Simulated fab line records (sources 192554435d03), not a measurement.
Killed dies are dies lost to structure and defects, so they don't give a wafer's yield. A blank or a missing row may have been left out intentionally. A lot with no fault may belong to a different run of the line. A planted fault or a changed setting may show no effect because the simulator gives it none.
Which of the tools did it?    flow n5_finfet    36 wafers from 12 lots sampled at 6 of the route's 1938 steps

== WHAT EACH GAUGE READ, for each wafer ==
N5_BEOL_M1_INSPECT_13: inspects for defects (brightfield).
lot   measured      on                 raw_defect_count
L075  day 6 09:21   defect_inspect-02  340 339 323
L077  day 6 20:55   defect_inspect-02  544 564 568
L079  day 7 05:29   defect_inspect-01  438 377 364
L081  day 7 22:38   defect_inspect-02  456 390 398
L083  day 8 06:38   defect_inspect-01  392 424 272
L085  day 9 08:26   defect_inspect-01  487 418 422
L087  day 9 16:10   defect_inspect-01  449 428 241
L089  day 10 02:02  defect_inspect-01  616 354 424
L091  day 10 07:31  defect_inspect-01  498 395 509
L093  day 11 04:40  defect_inspect-01  433 432 366
L095  day 11 09:17  defect_inspect-01  395 556 507
L097  day 11 23:57  defect_inspect-01  393 442 467

== TOOL THAT RAN EACH LOT (tool first, then ch and the chambers of the sampled wafers, then the start) ==
lot   N5_BEOL_M0_SAQP_ALD_48             N5_BEOL_M0_SAQP_ETCH_49             N5_BEOL_M0_CUTY_ETCH_62             N5_BEOL_M0_PRE_CLEAN_113      N5_BEOL_M1_ILD_DEP_00
L075  ald_sin-02 ch 0,1,3, day 6 00:40   rie_diel-01 ch 0,2,3, day 6 01:15   rie_diel-05 ch 2,3, day 6 01:52     pvd_sputter-02, day 6 05:46   pecvd-04 ch 0,1,2, day 6 08:17
L077  ald_sin-02 ch 0,1,3, day 6 12:15   rie_diel-03 ch 1,3, day 6 12:47     rie_diel-05 ch 0,3, day 6 13:24     pvd_sputter-03, day 6 16:19   pecvd-03 ch 0,2, day 6 18:49
L079  ald_sin-01 ch 1,3, day 6 21:11     rie_diel-01 ch 0,3, day 6 21:43     rie_diel-06 ch 0,2,3, day 6 22:29   pvd_sputter-02, day 7 00:30   pecvd-04 ch 1,2, day 7 04:15
L081  ald_sin-01 ch 0,2,3, day 7 14:06   rie_diel-02 ch 0,2, day 7 14:38     rie_diel-04 ch 0,1,3, day 7 15:14   pvd_sputter-03, day 7 18:35   pecvd-04 ch 0,1,2, day 7 21:07
L083  ald_sin-03 ch 1,2,3, day 7 22:06   rie_diel-01 ch 0,1, day 7 22:37     rie_diel-06 ch 0,1, day 7 23:14     pvd_sputter-03, day 8 02:55   pecvd-03 ch 1,2, day 8 05:06
L085  ald_sin-02 ch 0,3, day 8 22:45     rie_diel-02 ch 2,3, day 8 23:22     rie_diel-05 ch 2,3, day 8 23:52     pvd_sputter-02, day 9 04:29   pecvd-03 ch 0,2, day 9 07:14
L087  ald_sin-03 ch 0,1,3, day 9 08:31   rie_diel-02 ch 0,1,2, day 9 09:02   rie_diel-05 ch 1,3, day 9 09:40     pvd_sputter-03, day 9 12:20   pecvd-01 ch 1,2, day 9 14:32
L089  ald_sin-03 ch 1,2,3, day 9 16:29   rie_diel-02 ch 0,3, day 9 17:04     rie_diel-06 ch 0,2, day 9 17:41     pvd_sputter-02, day 9 22:14   pecvd-04 ch 0,2, day 10 00:26
L091  ald_sin-03 ch 0,1,3, day 10 00:48  rie_diel-03 ch 1,2,3, day 10 01:22  rie_diel-04 ch 0,1,2, day 10 02:12  pvd_sputter-01, day 10 04:02  pecvd-04 ch 0,1, day 10 06:07
L093  ald_sin-03 ch 0,3, day 10 19:53    rie_diel-02 ch 0,1,2, day 10 20:30  rie_diel-06 ch 0,3, day 10 20:59    pvd_sputter-02, day 10 22:34  pecvd-04 ch 0,1,2, day 11 02:52
L095  ald_sin-01 ch 0,1, day 11 03:43    rie_diel-02 ch 0,1, day 11 04:15    rie_diel-05 ch 0,1,2, day 11 04:52  pvd_sputter-02, day 11 06:05  pecvd-04 ch 0,2, day 11 08:10
L097  ald_sin-01 ch 0,2, day 11 13:23    rie_diel-02 ch 0,1,3, day 11 14:14  rie_diel-05 ch 2,3, day 11 14:51    pvd_sputter-02, day 11 20:31  pecvd-03 ch 1,2, day 11 22:39
- N5_BEOL_M0_SAQP_ALD_48: deposits SiO2, target thk 20 nm, pulse time 1 s, co reactant pulse time 1 s.
- N5_BEOL_M0_SAQP_ETCH_49: etches SiO2 in CF4/O2, target depth 37 nm.
- N5_BEOL_M0_CUTY_ETCH_62: etches SiARC in CF4, time 58.5 s.
- N5_BEOL_M0_PRE_CLEAN_113: time 30 s.
- N5_BEOL_M1_ILD_DEP_00: deposits SiOC from DEMS/O2, target thk 79 nm, time 15.3 s.

== THE ANSWER, worked out from the rows above alone ==
Rule: the lots themselves supply what counts as usual. The widest of any qualifying gaps counts: lots, ordered by their means at a reading, are off when they make up no more than a third of the lots, leave a main group of 4 or more, and stand apart from it by 3 or more times the standard deviation of that group's means. A main group is skipped when, at the precision printed for the reading in the tables above, its means are all equal. A lot without any number at a reading at which 4 lots or more have one is off too. All remaining lots with rows at the step are treated as sound.
No lot is off at any reading shown: from this, nothing can be told.

== WHAT THE SIMULATOR PUT IN ==
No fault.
